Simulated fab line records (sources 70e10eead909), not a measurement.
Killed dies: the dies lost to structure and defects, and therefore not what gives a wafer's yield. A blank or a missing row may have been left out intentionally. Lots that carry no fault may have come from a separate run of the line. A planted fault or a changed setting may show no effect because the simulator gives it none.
fab line records	flow nand_harc
record lots=12	wafers=35	last_day=24
route steps=1159 shown A_CONTACT@948 A_BLC@972 END@1159
lots untouched by any fault: they come from a run of this same line in which no faults occurred
start_h: start of the lot's first displayed wafer, in hours after the record's first day	wait_h: hours elapsed since this lot's preceding step	" as in the row above	L1.1+2: one row covering several wafers at once	- either no value or no given start	* or withheld: withheld	< > ~ a bound
route shown NAME@n: NAME is a module with steps in the file, n the number in the route of the first one	usual: mean/standard deviation taken from wafers without a fault	same: alike in all rows	chamber/n: place in a boat	sites: readings site by site	_std_site: the values' standard deviation	_edge_site: the outer-site mean with the inner-site mean subtracted	radius_mm: how far each site lies from the wafer's centre	mask NAME#n: copy n	behind: tool/chamber where the wafer was last shaped	hold: the reason the lot was held/the length of the hold in hours/how it ended	device: transistor that didn't switch, given as n, p or np	end of line: the same wafers' tests at the end of the route	step lacking rows: just its recipe	killed: dies lost to structure and defects at the first sort, not the wafer's yield	map: a wafer's dies, x killed, . not, _ none there
set.NAME: the setting that was run; set.NAME@STEP: the one run at that earlier step	model.NAME: the simulator's own value behind a step, which no gauge read
steps of the route over a sample of lots; a table a step, a row a wafer
services: from which hour (start_h, from the record's first day; less than 0 if before it) a tool's chamber was out of use, for how many hours, and why
## steps
# step NHARC_A_CONTACT_ETCH_139
# recipe source_w=withheld	pressure_mtorr=20	bias_v=400	time_s=137	target_depth_a=5900	ar_flow_sccm=withheld	c4f8_flow_sccm=11.5	o2_flow_sccm=7.2	chemistry=C4F8/O2/Ar
lot.wafer	tool	chamber	start_h	wait_h	rf_hours_counter_h
L136.2	har_cap_etch-02	1	405.82	0.1	16
L136.4	"	1	"	"	-
L136.5	"	0	"	"	-
L138.4	har_cap_etch-02	1	410.41	0.1	-
L138.3	"	0	"	"	-
L138.5	"	0	"	"	-
L140.3	har_cap_etch-01	1	425.66	0.1	-
L140.4	"	0	"	"	-
L140.5	"	0	"	"	-
L141.2	har_cap_etch-01	0	428.17	0.1	66
L141.3	"	0	"	"	-
L141.6	"	1	"	"	-
L148.1	har_cap_etch-03	1	465.94	0.1	97
L148.4	"	0	"	"	-
L150.1	har_cap_etch-01	0	470.55	0.1	75
L150.2	"	1	"	"	75
L150.6	"	1	"	"	-
L149.2	har_cap_etch-02	0	471.43	0.1	29
L149.1	"	1	"	"	29
L149.4	"	1	"	"	-
L151.1	har_cap_etch-01	0	499.90	0.1	80
L151.2	"	1	"	"	80
L151.5	"	1	"	"	-
L152.1	har_cap_etch-01	1	500.82	0.1	81
L152.3	"	1	"	"	-
L152.5	"	1	"	"	-
L154.1	har_cap_etch-01	1	505.64	0.1	81
L154.5	"	1	"	"	-
L154.6	"	0	"	"	-
L156.2	har_cap_etch-02	0	509.03	0.2	34
L156.4	"	1	"	"	-
L156.6	"	1	"	"	-
L155.1	har_cap_etch-01	0	514.38	0.1	83
L155.4	"	1	"	"	-
L155.5	"	1	"	"	-
# step NHARC_A_CONTACT_CVD_19
# recipe target_thk_a=3000	temp_c=300	pressure_torr=40	wf6_flow_sccm=40	h2_flow_sccm=1600	ar_flow_sccm=1560	time_s=802	material=W
# usual heater_power_w=471/32	throttle_valve_pct=7.99/0.19
lot.wafer	tool	chamber	start_h	wait_h	heater_power_w	throttle_valve_pct
L136.2	cvd_w-02	1	-	-	469	7.89
L136.4	"	0	"	"	508	8.21
L136.5	"	0	"	"	509	7.75
L138.4	cvd_w-02	0	-	-	509	7.89
L138.3	"	1	"	"	470	7.75
L138.5	"	0	"	"	509	7.84
L140.4	cvd_w-02	0	-	-	507	7.86
L140.3	"	1	"	"	474	8.00
L140.5	"	0	"	"	516	8.16
L141.2	cvd_w-02	1	-	-	476	7.91
L141.3	"	0	"	"	505	8.19
L141.6	"	1	"	"	480	8.11
L148.1	cvd_w-02	0	-	-	506	8.01
L148.4	"	0	"	"	499	8.24
L150.1	cvd_w-02	1	-	-	470	8.11
L150.2	"	0	"	"	503	8.10
L150.6	"	1	"	"	481	8.08
L149.1	cvd_w-01	1	-	-	458	7.90
L149.2	"	0	"	"	421	8.02
L149.4	"	0	"	"	428	7.75
L151.1	cvd_w-01	0	501.79	0.2	409	7.75
L151.2	"	1	"	"	442	7.77
L151.5	"	1	"	"	436	7.72
L152.1	cvd_w-01	0	-	-	409	7.65
L152.3	"	0	"	"	404	7.75
L152.5	"	1	"	"	441	7.79
L154.1	cvd_w-01	0	-	-	406	7.90
L154.6	"	1	"	"	448	7.72
L154.5	"	0	"	"	401	7.88
L156.2	cvd_w-02	0	-	-	502	8.21
L156.4	"	1	"	"	476	8.08
L156.6	"	0	"	"	497	8.10
L155.1	cvd_w-02	0	-	-	510	8.13
L155.4	"	1	"	"	475	8.16
L155.5	"	0	"	"	512	8.04
# step NHARC_A_BLC_PEB_08
# recipe peb_temp_c=100	peb_time_s=65
lot.wafer	tool	chamber	start_h	wait_h
L136.2+4+5	litho_track-06	0	411.97	0.1
L138.3+4+5	litho_track-04	0	413.82	0.0
L140.3+4+5	litho_track-01	0	430.13	0.0
L141.2+3+6	litho_track-01	0	431.50	0.1
L148.1+4	litho_track-01	0	470.25	0.1
L150.1+2+6	litho_track-01	0	475.68	0.1
L149.1+2+4	litho_track-01	0	476.28	0.1
L151.1+2+5	litho_track-04	0	503.50	0.1
L152.1+3+5	litho_track-06	0	504.49	0.1
L154.1+5+6	litho_track-04	0	511.52	0.1
L156.2+4+6	litho_track-06	0	515.88	0.1
L155.1+4+5	litho_track-04	0	521.24	0.1
# step NHARC_A_BLC_CD_MEAS_10
# recipe target_cd_nm=100	landing_energy_ev=500
# usual cd_nm=100.0/0.47
lot.wafer	tool	chamber	start_h	wait_h	cd_nm
L136.2	cd_sem-01	0	412.05	-	99.8
L136.4	"	0	"	"	99.3
L136.5	"	0	"	"	99.3
L138.3	cd_sem-02	0	413.91	-	100.6
L138.4	"	0	"	"	100.7
L138.5	"	0	"	"	100.3
L140.3	cd_sem-02	0	430.21	-	99.7
L140.4	"	0	"	"	99.6
L140.5	"	0	"	"	99.4
L141.2	cd_sem-02	0	431.58	-	100.4
L141.3	"	0	"	"	100.7
L141.6	"	0	"	"	100.0
L148.1	cd_sem-02	0	470.33	-	104.5
L148.4	"	0	"	"	99.5
L150.1	cd_sem-03	0	475.76	-	105.2
L150.2	"	0	"	"	104.9
L150.6	"	0	"	"	100.5
L149.1	cd_sem-01	0	476.36	-	104.6
L149.2	"	0	"	"	103.9
L149.4	"	0	"	"	99.5
L151.1	cd_sem-03	0	503.58	-	99.6
L151.2	"	0	"	"	100.0
L151.5	"	0	"	"	99.9
L152.1	cd_sem-02	0	504.57	-	100.0
L152.3	"	0	"	"	99.6
L152.5	"	0	"	"	100.5
L154.1	cd_sem-03	0	511.60	-	99.7
L154.5	"	0	"	"	100.4
L154.6	"	0	"	"	100.1
L156.2	cd_sem-01	0	515.96	-	100.1
L156.4	"	0	"	"	100.2
L156.6	"	0	"	"	99.8
L155.1	cd_sem-02	0	521.33	-	100.3
L155.4	"	0	"	"	100.4
L155.5	"	0	"	"	99.7
# step NHARC_A_BLC_CD_MEAS_19
# usual cd_nm=100.3/1.7
lot.wafer	tool	chamber	start_h	wait_h	cd_nm
L136.2	cd_sem-01	-	413.39	-	100.2
L136.4	"	-	"	"	98.2
L136.5	"	-	"	"	98.6
L138.3	cd_sem-01	-	415.06	-	100.3
L138.4	"	-	"	"	96.8
L138.5	"	-	"	"	100.8
L140.3	cd_sem-03	-	431.43	-	99.4
L140.4	"	-	"	"	99.6
L140.5	"	-	"	"	100.1
L141.2	cd_sem-03	-	432.80	-	99.8
L141.3	"	-	"	"	98.2
L141.6	"	-	"	"	97.8
L148.1	cd_sem-02	-	471.48	-	102.7
L148.4	"	-	"	"	101.8
L150.1	cd_sem-01	-	476.91	-	106.1
L150.2	"	-	"	"	107.6
L150.6	"	-	"	"	101.0
L149.1	cd_sem-01	-	477.51	-	106.4
L149.2	"	-	"	"	105.5
L149.4	"	-	"	"	99.8
L151.1	cd_sem-01	-	504.74	-	101.5
L151.2	"	-	"	"	100.9
L151.5	"	-	"	"	101.5
L152.1	cd_sem-01	-	505.77	-	101.4
L152.3	"	-	"	"	98.5
L152.5	"	-	"	"	98.7
L154.1	cd_sem-01	-	512.76	-	100.5
L154.5	"	-	"	"	102.0
L154.6	"	-	"	"	101.6
L156.2	cd_sem-03	-	517.68	-	100.8
L156.4	"	-	"	"	102.0
L156.6	"	-	"	"	101.4
L155.1	cd_sem-03	-	522.90	-	103.4
L155.4	"	-	"	"	102.5
L155.5	"	-	"	"	100.3
# step NHARC_A_BLC_STRIP_29
# recipe cf4_flow_sccm=150	ar_flow_sccm=0	bias_w=0	chemistry=CF4
# usual drypump_motor_current_A=5.6/0.34	oes_product_au=1.000/0.0068	rf_vpp_V=59.5/0.91	showerhead_plenum_p_Torr=1.78/0.077	throttle_valve_pct=13.283/0.011
lot.wafer	tool	chamber	start_h	wait_h	drypump_motor_current_A	oes_product_au	rf_hours_counter_h	rf_vpp_V	showerhead_plenum_p_Torr	throttle_valve_pct
L136.4	rie_diel-06	2	413.47	0.1	5.8	0.999	60	59.7	1.84	13.258
L136.2	"	3	"	"	5.5	0.995	57	61.1	1.87	13.287
L136.5	"	2	"	"	5.8	1.000	-	59.5	1.84	13.273
L138.4	rie_diel-07	1	415.14	0.1	5.3	0.993	0	59.6	1.70	13.293
L138.3	"	3	"	"	5.3	1.002	0	60.0	1.76	13.294
L138.5	"	0	"	"	5.9	1.002	-	59.4	1.69	13.282
L140.4	rie_diel-07	1	431.50	0.1	5.3	1.000	2	59.3	1.70	13.282
L140.3	"	3	"	"	5.3	0.994	2	60.9	1.76	13.283
L140.5	"	1	"	"	5.3	0.989	-	59.3	1.70	13.301
L141.2	rie_diel-06	1	432.89	0.1	6.4	0.997	2	61.2	1.91	13.293
L141.3	"	2	"	"	5.8	0.989	2	60.5	1.84	13.293
L141.6	"	1	"	"	6.3	0.993	-	60.7	1.91	13.271
L148.4	rie_diel-11	0	471.58	0.1	5.5	1.000	11	59.4	1.89	13.276
L148.1	"	1	"	"	5.7	0.995	10	58.2	1.86	13.288
L150.2	rie_diel-06	2	476.98	0.1	5.8	1.001	20	59.4	1.84	13.282
L150.1	"	3	"	"	5.5	0.994	18	59.0	1.87	13.276
L150.6	"	3	"	"	5.5	0.987	-	59.3	1.87	13.265
L149.1	rie_diel-07	1	477.60	0.1	5.3	0.996	8	59.3	1.70	13.293
L149.2	"	2	"	"	5.5	1.004	9	58.1	1.82	13.274
L149.4	"	3	"	"	5.3	1.007	9	58.9	1.76	13.282
L151.1	rie_diel-07	1	504.82	0.1	5.3	0.990	11	57.6	1.70	13.286
L151.2	"	2	"	"	5.5	0.998	13	59.9	1.82	13.296
L151.5	"	2	"	"	5.5	0.995	-	60.2	1.82	13.294
L152.3	rie_diel-06	1	505.84	0.1	6.3	0.989	29	59.6	1.90	13.298
L152.1	"	3	"	"	5.5	0.997	30	59.0	1.86	13.267
L152.5	"	1	"	"	6.4	1.001	-	60.1	1.90	13.272
L154.1	rie_diel-11	2	512.86	0.1	4.7	1.006	14	59.5	1.88	13.269
L154.6	"	0	"	"	5.5	1.006	-	61.0	1.88	13.281
L154.5	"	1	"	"	5.6	0.992	-	59.1	1.86	13.284
L156.4	rie_diel-07	2	517.75	0.1	5.5	0.997	14	60.8	1.82	13.287
L156.2	"	1	"	"	5.3	1.006	13	59.0	1.70	13.285
L156.6	"	2	"	"	5.5	0.993	-	59.5	1.82	13.278
L155.4	rie_diel-11	1	522.98	0.1	5.6	1.007	14	59.7	1.86	13.281
L155.1	"	3	"	"	5.6	0.994	16	60.9	1.89	13.290
L155.5	"	2	"	"	4.6	0.992	-	61.3	1.88	13.293
# step NHARC_END_SORT_01
# recipe temp_c=25
# usual killed_at_array=27/11	killed_at_other=0.8/1.4	killed_at_periphery=3.3/2	killed_dies=31/11	killed_open=3.4/1.8	killed_short=2.1/1.3
# same gross_dies=677
lot.wafer	tool	chamber	start_h	wait_h	killed_at_array	killed_at_other	killed_at_periphery	killed_dies	killed_open	killed_short
L136.2	prober-02	0	463.36	2.8	24	1	0	25	3	1
L136.4	prober-02	0	464.96	3.4	25	0	5	30	3	3
L136.5	prober-02	0	465.76	3.7	20	1	3	24	3	1
L138.3	prober-01	0	470.73	3.1	24	1	5	30	3	2
L138.4	prober-01	0	471.52	3.4	15	0	3	18	3	1
L138.5	prober-01	0	472.31	3.7	18	2	6	26	3	3
L141.2	prober-01	0	477.69	2.8	16	4	2	22	5	1
L141.3	prober-01	0	478.49	3.1	17	9	1	27	0	1
L141.6	prober-01	0	480.92	4.0	14	7	3	24	2	1
L140.3	prober-02	0	479.90	3.1	21	0	3	24	4	3
L140.4	prober-02	0	480.70	3.4	24	1	3	28	3	4
L140.5	prober-02	0	481.51	3.7	16	0	3	19	4	1
L148.1	prober-01	0	515.94	2.5	32	0	2	34	2	0
L148.4	prober-01	0	518.38	3.5	44	0	2	46	4	4
L149.1	prober-02	0	538.28	2.5	38	2	3	43	3	2
L149.2	prober-02	0	539.09	2.8	34	1	3	38	2	4
L149.4	prober-02	0	540.71	3.4	32	4	6	42	4	0
L150.1	prober-01	0	538.35	2.5	11	0	4	15	3	1
L150.2	prober-01	0	539.15	2.8	9	0	6	15	1	1
L150.6	prober-01	0	542.34	4.0	19	0	8	27	5	1
L152.1	prober-02	0	547.43	2.5	19	0	5	24	1	2
L152.3	prober-02	0	549.03	3.1	31	1	8	40	7	4
L152.5	prober-02	0	550.62	3.7	36	0	7	43	1	3
L151.1	prober-01	0	547.44	2.5	14	1	3	18	4	2
L151.2	prober-01	0	548.25	2.8	15	1	3	19	2	1
L151.5	prober-01	0	550.67	3.7	19	0	1	20	3	1
L154.1	prober-01	0	560.19	2.6	39	0	3	42	1	1
L154.5	prober-01	0	563.38	3.7	40	1	3	44	2	3
L154.6	prober-01	0	564.17	4.0	42	0	3	45	3	0
L155.1	prober-02	0	567.99	2.5	32	0	4	36	5	2
L155.4	prober-02	0	570.44	3.4	25	1	4	30	2	3
L155.5	prober-02	0	571.25	3.8	38	1	2	41	5	1
L156.2	prober-01	0	568.83	2.8	48	0	4	52	4	3
L156.4	prober-01	0	570.44	3.4	45	0	4	49	7	2
L156.6	prober-01	0	572.05	4.0	55	1	5	61	4	7
# killed by level:class
L136.2 A_CHANNEL_HOLE_D1:chamber_film_flake=10 A_STAIRCASE:chamber_film_flake=6 A_CONTACT:geometric_particle:open=2 A_ZERO_WELL:chamber_film_flake=2 A_CHANNEL_FILL_D1:geometric_particle:open=1 A_WL_FILL:geometric_particle:short=1 A_SLIT:chamber_film_flake=1 A_CONTACT:chamber_film_flake=1
L136.4 A_CHANNEL_HOLE_D1:chamber_film_flake=11 A_STAIRCASE:chamber_film_flake=5 P_STI:chamber_film_flake=2 P_GATE:chamber_film_flake=2 A_ONON_D1:geometric_particle:open=1 A_CHANNEL_FILL_D1:geometric_particle:short=1 A_WL_FILL:geometric_particle:short=1 A_CONTACT:geometric_particle:open=1
L136.5 A_CHANNEL_HOLE_D1:chamber_film_flake=11 A_STAIRCASE:chamber_film_flake=4 A_ZERO_WELL:chamber_film_flake=2 P_CONTACT:geometric_particle:short=1 P_M1:geometric_particle:open=1 A_CHANNEL_FILL_D1:geometric_particle:open=1 A_SGD_CUT:geometric_particle:open=1 P_ZERO_WELL:chamber_film_flake=1
L138.3 A_CONTACT:chamber_film_flake=8 A_CHANNEL_FILL_D1:chamber_film_flake=4 P_GATE:chamber_film_flake=3 A_CHANNEL_HOLE_D1:chamber_film_flake=3 P_STI:chamber_film_flake=2 A_WL_FILL:chamber_film_flake=2 A_WL_FILL:geometric_particle:open=1 A_CONTACT:geometric_particle:short=1
L138.4 A_CHANNEL_HOLE_D1:chamber_film_flake=3 A_CONTACT:chamber_film_flake=3 A_CHANNEL_FILL_D1:geometric_particle:open=2 A_CHANNEL_FILL_D1:chamber_film_flake=2 A_BLC:chamber_film_flake=2 A_ONON_D1:geometric_particle:short=1 A_CONTACT:geometric_particle:open=1 P_STI:chamber_film_flake=1
L138.5 P_GATE:chamber_film_flake=3 A_CHANNEL_HOLE_D1:chamber_film_flake=3 A_CONTACT:chamber_film_flake=3 A_BLC:chamber_film_flake=2 A_STAIRCASE:chamber_film_flake=2 A_WL_FILL:chamber_film_flake=2 THIN_TSV:chamber_film_flake=2 P_STI:geometric_particle:short=1
L141.2 A_STAIRCASE:chamber_film_flake=5 A_CHANNEL_HOLE_D1:chamber_film_flake=4 A_SLIT:chamber_film_flake=3 THIN_TSV:chamber_film_flake=3 P_GATE:geometric_particle:open=1 P_M1:geometric_particle:open=1 A_CHANNEL_HOLE_D1:geometric_particle:open=1 A_CHANNEL_FILL_D1:geometric_particle:open=1
L141.3 A_SLIT:chamber_film_flake=11 THIN_TSV:chamber_film_flake=9 A_CHANNEL_HOLE_D1:chamber_film_flake=2 A_STAIRCASE:chamber_film_flake=2 A_WL_FILL:geometric_particle:short=1 P_ZERO_WELL:chamber_film_flake=1 A_CONTACT:chamber_film_flake=1
L140.3 A_CHANNEL_HOLE_D1:chamber_film_flake=12 A_CONTACT:geometric_particle:open=2 A_CONTACT:chamber_film_flake=2 P_CONTACT:geometric_particle:open=1 A_SOURCE_PLATE:geometric_particle:short=1 A_ONON_D1:geometric_particle:short=1 A_CONTACT:geometric_particle:short=1 A_BLC:geometric_particle:open=1
L140.4 A_CHANNEL_HOLE_D1:chamber_film_flake=15 P_GATE:chamber_film_flake=2 P_CONTACT:geometric_particle:short=1 A_WL_FILL:geometric_particle:open=1 A_CONTACT:geometric_particle:open=1 A_CONTACT:geometric_particle:short=1 A_BLC:geometric_particle:short=1 A_BLC:geometric_particle:open=1
L141.6 A_SLIT:chamber_film_flake=7 THIN_TSV:chamber_film_flake=7 A_STAIRCASE:chamber_film_flake=3 A_CHANNEL_HOLE_D1:chamber_film_flake=2 P_M1:geometric_particle:open=1 A_CONTACT:geometric_particle:open=1 A_M0:geometric_particle:short=1 P_GATE:chamber_film_flake=1
L140.5 A_CHANNEL_HOLE_D1:chamber_film_flake=9 A_CHANNEL_HOLE_D1:geometric_particle:open=2 A_ZERO_WELL:chamber_film_flake=2 A_ONON_D1:geometric_particle:short=1 A_CHANNEL_FILL_D1:geometric_particle:open=1 A_M1:geometric_particle:open=1 P_STI:chamber_film_flake=1 P_CONTACT:chamber_film_flake=1
L148.1 A_CHANNEL_HOLE_D1:chamber_film_flake=19 A_SLIT:chamber_film_flake=6 A_CONTACT:chamber_film_flake=3 P_M0:geometric_particle:open=2 A_BONDPAD:chamber_film_flake=2 A_STAIRCASE:chamber_film_flake=1 A_WL_FILL:chamber_film_flake=1
L148.4 A_CHANNEL_HOLE_D1:chamber_film_flake=20 A_SLIT:chamber_film_flake=12 A_CONTACT:chamber_film_flake=5 A_ONON_D1:geometric_particle:open=2 A_ONON_D1:geometric_particle:short=2 P_GATE:geometric_particle:open=1 P_M0:geometric_particle:short=1 A_CHANNEL_FILL_D1:geometric_particle:open=1
L149.1 A_CHANNEL_HOLE_D1:chamber_film_flake=20 A_SLIT:chamber_film_flake=10 A_STAIRCASE:chamber_film_flake=5 P_GATE:chamber_film_flake=2 P_CONTACT:geometric_particle:open=1 A_CHANNEL_HOLE_D1:geometric_particle:open=1 A_SGD_CUT:geometric_particle:short=1 A_M0:geometric_particle:open=1
L150.1 A_CONTACT:chamber_film_flake=5 A_CHANNEL_HOLE_D1:chamber_film_flake=4 P_ZERO_WELL:chamber_film_flake=2 P_GATE:geometric_particle:short=1 P_M0:geometric_particle:open=1 A_CHANNEL_FILL_D1:geometric_particle:open=1 A_M0:geometric_particle:open=1
L149.2 A_CHANNEL_HOLE_D1:chamber_film_flake=15 A_SLIT:chamber_film_flake=11 P_GATE:chamber_film_flake=3 A_WL_FILL:geometric_particle:short=2 A_CHANNEL_FILL_D1:geometric_particle:short=1 A_CONTACT:geometric_particle:short=1 A_CONTACT:geometric_particle:open=1 A_BLC:geometric_particle:open=1
L150.2 P_ZERO_WELL:chamber_film_flake=4 A_CHANNEL_HOLE_D1:chamber_film_flake=3 A_STAIRCASE:chamber_film_flake=3 A_CHANNEL_HOLE_D1:geometric_particle:short=1 A_CHANNEL_FILL_D1:geometric_particle:open=1 P_GATE:chamber_film_flake=1 P_CONTACT:chamber_film_flake=1 A_CONTACT:chamber_film_flake=1
L149.4 A_SLIT:chamber_film_flake=17 A_CHANNEL_HOLE_D1:chamber_film_flake=12 THIN_TSV:chamber_film_flake=4 P_CONTACT:geometric_particle:open=2 P_GATE:chamber_film_flake=2 P_STI:geometric_particle:open=1 A_M0:geometric_particle:open=1 P_STI:chamber_film_flake=1
L150.6 A_CHANNEL_HOLE_D1:chamber_film_flake=6 A_CONTACT:chamber_film_flake=6 P_ZERO_WELL:chamber_film_flake=3 A_CONTACT:geometric_particle:open=2 A_STAIRCASE:chamber_film_flake=2 P_M0:geometric_particle:open=1 P_M1:geometric_particle:open=1 A_ONON_D1:geometric_particle:open=1
L152.1 A_CHANNEL_HOLE_D1:chamber_film_flake=16 A_CHANNEL_FILL_D1:geometric_particle:short=2 P_ZERO_WELL:chamber_film_flake=2 P_GATE:chamber_film_flake=2 P_M0:geometric_particle:open=1 A_SGD_CUT:chamber_film_flake=1
L151.1 A_WL_FILL:chamber_film_flake=3 A_CONTACT:chamber_film_flake=3 P_GATE:chamber_film_flake=2 A_ONON_D1:geometric_particle:short=1 A_CHANNEL_FILL_D1:geometric_particle:short=1 A_SGD_CUT:geometric_particle:open=1 A_WL_FILL:geometric_particle:open=1 A_M0:geometric_particle:open=1
L151.2 A_CHANNEL_HOLE_D1:chamber_film_flake=6 A_STAIRCASE:chamber_film_flake=3 A_CONTACT:chamber_film_flake=3 P_GATE:chamber_film_flake=2 P_M0:geometric_particle:open=1 A_CHANNEL_FILL_D1:geometric_particle:short=1 A_BLC:geometric_particle:open=1 A_M0:chamber_film_flake=1
L152.3 A_CHANNEL_HOLE_D1:chamber_film_flake=18 P_GATE:chamber_film_flake=5 P_CONTACT:geometric_particle:open=2 A_CHANNEL_FILL_D1:geometric_particle:open=2 A_WL_FILL:geometric_particle:short=2 A_SGD_CUT:chamber_film_flake=2 A_CONTACT:chamber_film_flake=2 P_M1:geometric_particle:open=1
L152.5 A_CHANNEL_HOLE_D1:chamber_film_flake=27 P_GATE:chamber_film_flake=5 A_CONTACT:chamber_film_flake=3 A_SGD_CUT:chamber_film_flake=2 P_CONTACT:geometric_particle:short=1 A_CHANNEL_FILL_D1:geometric_particle:open=1 A_WL_FILL:geometric_particle:short=1 A_CONTACT:geometric_particle:short=1
L151.5 A_CHANNEL_HOLE_D1:chamber_film_flake=7 A_STAIRCASE:chamber_film_flake=5 A_CONTACT:chamber_film_flake=2 A_ONON_D1:geometric_particle:open=1 A_ONON_D1:geometric_particle:short=1 A_BLC:geometric_particle:open=1 A_M0:geometric_particle:open=1 P_GATE:chamber_film_flake=1
L154.1 A_CHANNEL_HOLE_D1:chamber_film_flake=16 A_SLIT:chamber_film_flake=11 A_STAIRCASE:chamber_film_flake=6 P_GATE:chamber_film_flake=3 A_WL_FILL:chamber_film_flake=2 A_CONTACT:chamber_film_flake=2 A_CHANNEL_HOLE_D1:geometric_particle:short=1 A_SGD_CUT:geometric_particle:open=1
L154.5 A_CHANNEL_HOLE_D1:chamber_film_flake=16 A_SLIT:chamber_film_flake=14 A_STAIRCASE:chamber_film_flake=3 A_CONTACT:chamber_film_flake=2 P_CONTACT:geometric_particle:short=1 A_CHANNEL_FILL_D1:geometric_particle:short=1 A_CONTACT:geometric_particle:open=1 A_M0:geometric_particle:short=1
L154.6 A_CHANNEL_HOLE_D1:chamber_film_flake=20 A_SLIT:chamber_film_flake=14 A_STAIRCASE:chamber_film_flake=5 A_CONTACT:geometric_particle:open=3 P_GATE:chamber_film_flake=2 P_ZERO_WELL:chamber_film_flake=1
L155.1 A_SLIT:chamber_film_flake=17 A_STAIRCASE:chamber_film_flake=5 A_CHANNEL_HOLE_D1:chamber_film_flake=4 P_GATE:chamber_film_flake=3 P_M1:geometric_particle:short=1 A_ONON_D1:geometric_particle:short=1 A_CHANNEL_FILL_D1:geometric_particle:open=1 A_SGD_CUT:geometric_particle:open=1
L156.2 A_CHANNEL_HOLE_D1:chamber_film_flake=16 A_SLIT:chamber_film_flake=12 A_CONTACT:chamber_film_flake=7 A_M1:chamber_film_flake=5 A_STAIRCASE:chamber_film_flake=3 P_GATE:geometric_particle:open=1 P_CONTACT:geometric_particle:open=1 A_ONON_D1:geometric_particle:short=1
L155.4 A_SLIT:chamber_film_flake=10 A_STAIRCASE:chamber_film_flake=6 A_CHANNEL_FILL_D1:geometric_particle:short=2 P_GATE:chamber_film_flake=2 A_CHANNEL_HOLE_D1:chamber_film_flake=2 A_CONTACT:chamber_film_flake=2 P_M0:geometric_particle:open=1 A_WL_FILL:geometric_particle:short=1
L156.4 A_CHANNEL_HOLE_D1:chamber_film_flake=20 A_SLIT:chamber_film_flake=10 A_CONTACT:chamber_film_flake=7 P_CONTACT:geometric_particle:open=2 A_CHANNEL_FILL_D1:geometric_particle:open=2 A_ONON_D1:geometric_particle:open=1 A_WL_FILL:geometric_particle:short=1 A_CONTACT:geometric_particle:open=1
L155.5 A_SLIT:chamber_film_flake=21 A_CHANNEL_HOLE_D1:chamber_film_flake=6 A_STAIRCASE:chamber_film_flake=5 A_ONON_D1:geometric_particle:open=3 P_CONTACT:geometric_particle:open=1 A_SOURCE_PLATE:geometric_particle:open=1 A_CHANNEL_HOLE_D1:geometric_particle:short=1 P_ZERO_WELL:chamber_film_flake=1
L156.6 A_CHANNEL_HOLE_D1:chamber_film_flake=23 A_SLIT:chamber_film_flake=14 A_CONTACT:chamber_film_flake=5 A_M1:chamber_film_flake=4 P_GATE:geometric_particle:short=2 A_STAIRCASE:chamber_film_flake=2 P_GATE:geometric_particle:open=1 P_CONTACT:geometric_particle:short=1
## services
tool	chamber	start_h	hours	kind
rie_diel-07	0	384.20	-	clean
rie_diel-07	1	384.20	-	clean
rie_diel-07	2	384.20	-	clean
rie_diel-07	3	384.20	-	clean
cvd_w-02	0	390.15	-	clean
cvd_w-02	1	390.15	-	clean
har_cap_etch-01	-	398.89	0.1	repair
rie_diel-07	-	405.20	9.0	pm
rie_diel-07	0	405.20	9.0	vent_cycle
rie_diel-07	1	405.20	9.0	vent_cycle
rie_diel-07	2	405.20	9.0	vent_cycle
rie_diel-07	3	405.20	9.0	vent_cycle
har_cap_etch-02	-	407.55	0.5	repair
rie_diel-11	1	411.18	2.3	repair
rie_diel-07	0	414.20	-	clean
rie_diel-07	1	414.20	-	clean
rie_diel-06	-	418.53	9.0	pm
rie_diel-11	2	421.01	2.3	repair
litho_track-01	-	443.00	7.0	pm
litho_track-06	-	467.00	7.0	pm
cvd_w-01	-	479.64	13.0	pm
litho_track-04	-	491.00	7.0	pm
rie_diel-11	1	500.47	6.0	repair
cvd_w-02	1	504.10	7.7	repair
## key
first_sign step=NHARC_A_BLC_CD_MEAS_10	reading=cd_nm	direction=up	sigmas=9.8	usual=100.0	struck=104.6
effect step=NHARC_A_BLC_CD_MEAS_19	reading=cd_nm	direction=up	sigmas=3.2	usual=100.3	struck=105.7
met_at NHARC_A_BLC_PEB_08
struck_lots L148,L149,L150
struck_wafers L148.1,L149.1,L149.2,L150.1,L150.2
tester_left_out L148,L149,L150
not_acting_at NHARC_A_CONTACT_ETCH_139,NHARC_A_CONTACT_CVD_19,NHARC_A_BLC_STRIP_29
onset_between 431.50 470.25
fault kind=process_parameter_drift	tool=litho_track-01	chamber=-	onset_h=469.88	steps=NHARC_A_BLC_PEB_08	channel=peb_time_s	offset=*	shape=step	end_h=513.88	scope=struck_wafers_only	acts_in=*	stated=*
# tester_left_out: of these lots the tester's yield and bins aren't shown, on N5 and GAA mostly nor the transistor test; their killed dies are dies lost to structure and defects alone, not to doping, threshold or leakage, so they don't give the yield
